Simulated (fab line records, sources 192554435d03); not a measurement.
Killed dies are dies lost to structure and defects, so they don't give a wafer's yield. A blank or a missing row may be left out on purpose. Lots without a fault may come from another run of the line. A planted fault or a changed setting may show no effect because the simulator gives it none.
Chamber matching | flow n5_finfet | N5_PASSIVATION_PECVD_00 on pecvd-04: 3 sister chambers
The step deposits SiO2 from SiH4/N2O, target thk 200 nm, time 11.2 s. 3 wafers are shown with their chamber, then 9 later ones without.

WAFERS WITH THEIR CHAMBER
wafer  | chamber | throttle_valve_pct (%)
L091.4 | 2       | 49
L090.5 | 0       | 48
L090.6 | 1       | 53

WAFERS WITHOUT THEIR CHAMBER
wafer  | throttle_valve_pct (%)
L093.3 | 53
L093.5 | 47
L093.6 | 52
L095.3 | 49
L095.4 | 48
L095.5 | 49
L096.3 | 53
L096.5 | 49
L096.6 | 48

WHICH CHAMBER EACH WENT THROUGH
wafer  | from the rows above | in truth
L093.3 | 1                   | 1
L093.5 | 0                   | 0
L093.6 | 1                   | 1
L095.3 | 2                   | 2
L095.4 | 0                   | 0
L095.5 | 2                   | 2
L096.3 | 1                   | 1
L096.5 | 2                   | 2
L096.6 | 0                   | 0
Placed correctly: 9 of 9. Can't be placed from these rows: 0. Placed wrongly: 0.
How it was worked out, from the rows above alone: a wafer's distance from a chamber is the root of the sum, over the readings, of the square of ((its reading less the chamber's mean) divided by the reading's scatter). The wafer belongs to the nearest chamber; if the next one is less than 2 further off, it can't be placed. A chamber's mean is the mean of its shown wafers. The scatter: with one shown wafer a chamber, the root of the mean of the squares of how far each hidden wafer lies from its nearest shown one.
